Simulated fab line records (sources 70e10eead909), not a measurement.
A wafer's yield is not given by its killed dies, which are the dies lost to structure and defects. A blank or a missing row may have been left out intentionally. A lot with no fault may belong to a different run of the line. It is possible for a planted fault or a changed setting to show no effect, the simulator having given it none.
Chamber matching    flow nand_harc    ald_hk-03 running NHARC_A_CHANNEL_FILL_D1_ALD_14: 4 sister chambers
The step deposits SiO2, target thk 2.5 nm, pulse time 10 s, ald cycles 25. 8 wafers are shown with their chamber, then 8 later ones without.

WAFERS WITH THEIR CHAMBER
wafer   chamber  heater_power_w (W)  precursor_pulse_height_rel
L084.2  3        424                 1.029
L084.3  1        462                 1.026
L084.6  1        460                 0.975
L089.1  0        466                 0.983
L090.1  0        465                 0.975
L090.3  2        479                 1.016
L090.6  3        418                 1.004
L092.2  2        475                 0.989

WAFERS WHOSE CHAMBER IS MISSING
wafer   heater_power_w (W)  precursor_pulse_height_rel
L092.3  465                 1.000
L092.4  419                 1.003
L093.1  479                 0.993
L093.3  472                 0.975
L093.4  426                 1.015
L096.1  494                 0.975
L096.2  492                 0.993
L096.5  485                 1.020

THE CHAMBER EACH PASSED THROUGH
wafer    from the rows above       in truth
L092.3   can't be placed: 0 or 1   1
L092.4   3                         3
L093.1   2                         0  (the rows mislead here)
L093.3   can't be placed: 2 or 0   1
L093.4   3                         3
L096.1   2                         2
L096.2   2                         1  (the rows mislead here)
L096.5   2                         2
Correct placement for 4 of the 8. Not placeable from these rows: 2 (in 1, the candidates include the true chamber). 2 placed wrongly.
How it was worked out, from the rows above alone: a wafer's distance from a chamber is the root of the sum, over the readings, of the square of ((its reading less the chamber's mean) divided by the reading's scatter). If the next closest chamber is less than 2 further off than the closest, the wafer can't be placed; otherwise it belongs to the closest. The mean given for a chamber averages the wafers shown for that chamber. The scatter: take each reading less its chamber's mean, square it, sum over the shown wafers, divide by the number of wafers less the number of chambers, and take the root.
